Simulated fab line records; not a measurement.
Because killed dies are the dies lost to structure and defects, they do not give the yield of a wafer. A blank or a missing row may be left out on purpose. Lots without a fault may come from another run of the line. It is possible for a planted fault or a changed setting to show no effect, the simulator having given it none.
A struck lot beside a sound one ; flow n5Finfet ; 39 steps out of a route of 1938
Sound: the wafers L660.1, L660.4, L660.6. Struck: wafer L670.3 (L670.4, L670.5, from the same lot, were not struck and are left out); the cause is given at the end.
Each step with rows lists, per side, the tool, then ch with its chambers, then its first start. Under that, the readings that differ: sound wafers ; struck wafers ; difference of the means ; sigmas: that difference in standard deviations of wafers without a fault.
alike: a reading whose means differ by less than 2 such deviations, as well as words and numbers matching on both sides. not compared: withheld readings; readings where some wafer has no value; bounds like >300 that might hide an equal value; numbers whose values overlap and for which the record gives no deviation.
The two part at a step that has a row with sigmas, a row that says differs or no value, or rows on one side only. Numbers that don't overlap but have no deviation are shown without sigmas and don't part them. A reading missing from all wafers of one side parts the sides only when that side holds two or more wafers.

first, 9 steps without rows for these wafers: N5_MOL_CONTACT_COAG_SPUTTER_130 (material Co, target thk 47.5 nm); N5_MOL_CONTACT_COAG_PRECLEAN_125 (cleans in DIW, time 57.5 s); N5_MOL_CONTACT_COAG_SRD_126 (dry time 32 s); N5_MOL_CONTACT_COAG_CMP_23 (polishes, stops on SiO2, t overpolish 1.5 s, target thk 0 nm); N5_MOL_CONTACT_COAG_WET_ETCH_26 (target Co, target depth 13 nm); N5_MOL_CONTACT_COAG_WET_ETCH_116 (etches the open film in SC1-inhibited, target depth 4.6 nm, rinse time 30 s); N5_MOL_CONTACT_COAG_ALD_27 (deposits SiOC, target thk 17 nm, pulse time 1.5 s, time 2720 s); N5_MOL_CONTACT_COAG_CMP_28 (polishes, stops on SiNx, t overpolish 0.85 s, target thk 14.522 nm); N5_MOL_CONTACT_COAG_ALD_123 (deposits SiNx, target thk 5 nm, pulse time 1 s, purge time 2 s).
N5_MOL_CONTACT_COAG_PECVD_31: deposits SiO2 from TEOS/O2, target thk 46 nm, time 8.9 s.
  sound on pecvd-04 ch 1,2, day 5 18:33; struck on pecvd-04 ch 0, day 8 04:35
reading;sound;struck;difference;sigmas
susceptorTempC (C);399.73 399.63 399.64;414.47;+14.80;+64
model.SiO2_of_MOL_CONTACT_COAG_PECVD_31.thkNm (nm);45.8 47.2 46.4;42;-4;
  not compared: sinceWetCleanH
then, 19 steps without rows for these wafers: N5_MOL_CONTACT_COAG_COAT_75 (time 60 s, resist thk 60 nm); N5_MOL_CONTACT_COAG_COAT_76 (time 60 s, resist thk 10 nm); N5_MOL_CONTACT_COAG_COAT_77 (time 60 s, resist thk 10 nm); N5_MOL_CONTACT_COAG_COAT_78 (resist thk 40 nm); N5_MOL_CONTACT_COAG_EBR_80; N5_MOL_CONTACT_COAG_SOFTBAKE_79 (time 60 s); N5_MOL_CONTACT_COAG_EXPOSE_81 (exposes mask VG, defocus 0 nm); N5_MOL_CONTACT_COAG_PEB_82 (peb time 60 s); N5_MOL_CONTACT_COAG_DEVELOP_83 (develop time 30 s); N5_MOL_CONTACT_COAG_DESCUM_88 (chemistry O2, time 7 s); N5_MOL_CONTACT_COAG_ETCH_89 (etches underlayer in N2/H2, target depth 13 nm, time 10.4 s); N5_MOL_CONTACT_COAG_ETCH_90 (etches SiARC in CF4, target depth 13 nm, time 21.7 s); N5_MOL_CONTACT_COAG_ALD_131 (deposits SiO2, target thk 5 nm, pulse time 1 s, co reactant pulse time 1 s); N5_MOL_CONTACT_COAG_ETCHBACK_132 (etches SiO2 in CHF3, target depth 10 nm, time 6.7 s); N5_MOL_CONTACT_COAG_ETCH_91 (etches SOC in N2/H2, target depth 60 nm, overetch 21 nm, time 101.2 s); N5_MOL_CONTACT_COAG_STRIP_92 (strips in N2/H2); N5_MOL_CONTACT_COAG_STRIP_93 (strips in N2/H2); N5_MOL_CONTACT_COAG_ETCHBACK_135 (etches SiO2 in CHF3, target depth 25 nm, time 16.7 s); N5_MOL_CONTACT_COAG_STRIP_118 (strips in CHF3).
N5_MOL_CONTACT_COAG_VIA_ETCH_46: etches SiO2 in C4F6/O2, target depth 46 nm, overetch 9.2 nm, time 40 s.
  sound on rieDiel-04 ch 0,1, day 5 20:17; struck on rieDiel-01 ch 0, day 8 05:31
reading;sound;struck;difference;sigmas
model.etch.depthNm (nm);45.76 47.26 46.41;42.07;-4.41;
  alike: drypumpMotorCurrentA, oes_f_703_au, oesProductAu, rfVppV, showerheadPlenumPTorr, throttleValvePct
  not compared: rfHoursCounterH
then, 5 steps without rows for these wafers: N5_MOL_CONTACT_COAG_STRIP_96 (strips in N2/H2); N5_MOL_CONTACT_COAG_ETCH_47 (etches SiNx in CH3F/O2, stops on W, target depth 27 nm); N5_MOL_CONTACT_COAG_STRIP_119 (strips in N2/H2, time 30 s); N5_MOL_CONTACT_COAG_PRECLEAN_144 (cleans in alkaline clean, time 60 s); N5_MOL_CONTACT_COAG_SRD_145 (time 30 s).
N5_MOL_CONTACT_COAG_CMP_52: polishes, stops on SiO2, t overpolish 1.5 s, target thk 66.5 nm.
  sound on cmp-01 ch 0,1, day 5 22:42; struck on cmp-03 ch 2, day 8 07:52
reading;sound;struck;difference;sigmas
model.SiO2_of_MOL_CONTACT_COAG_PECVD_31.thkNm (nm);43.6 45.2 44.4;40;-4;
  alike: motorCurrentA
N5_MOL_CONTACT_COAG_THK_MEAS_53:
  sound: filmMetro-02 at day 5 22:59; struck: filmMetro-02 at day 8 08:07
reading;sound;struck;difference;sigmas
VIA_MOL_THK (nm);43.7 45.2 44.3;40.0;-4.4;-7
-- the record jumps here: 7 days lie between the struck wafers' starts before and after (it left off in module MOL_CONTACT_COAG and takes up again in module BEOL_M4, whose first step shown is number 1111 of the route) --
N5_BEOL_M4_RC_MEAS_101:
  sound on prober-01 ch 0, day 11 19:55; struck on prober-02 ch 0, day 15 09:07
  alike: DIBL_N, DIBL_P, IOFF_N, IOFF_P, ION_N, ION_P, SS_N, SS_P, VT_N, VT_P
-- the record jumps here: 5 days lie between the struck wafers' starts before and after (it left off in module BEOL_M4 and takes up again in module PASSIVATION, whose first step shown is number 1936 of the route) --
N5_PASSIVATION_PROBE_49:
  sound: prober-02 at day 16 08:26; struck: prober-01 at day 20 12:02
reading;sound;struck;difference;sigmas
defectLimitedYield (%);88.1 89.4 90.4;92.8;+3.5;+2
killed_at_M4_up;17 19 19;1;-17;-3
killedDies;140 125 113;85;-41;-2
killedShort;48 52 32;27;-17;-2
sort_bin_6_memory (%);4.2 3.6 4.9;2.5;-1.7;-2
sortNPass;1040 1055 1065;1095;+42;+2
sortYieldPct (%);88.1 89.4 90.3;92.8;+3.5;+2
  alike: killed_at_M0_to_M3, killedAtContacts, killedAtFrontEnd, killedAtOther, killedOpen, sort_bin_4_leakage, sort_bin_5_function, sort_bin_8_speed

== WHERE THEY PART ==
Last at N5_PASSIVATION_PROBE_49 as far as this record goes, first at N5_MOL_CONTACT_COAG_PECVD_31.

WHY: what the simulator had put in
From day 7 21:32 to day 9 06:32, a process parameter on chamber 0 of pecvd-04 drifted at N5_MOL_CONTACT_COAG_PECVD_31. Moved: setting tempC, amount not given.
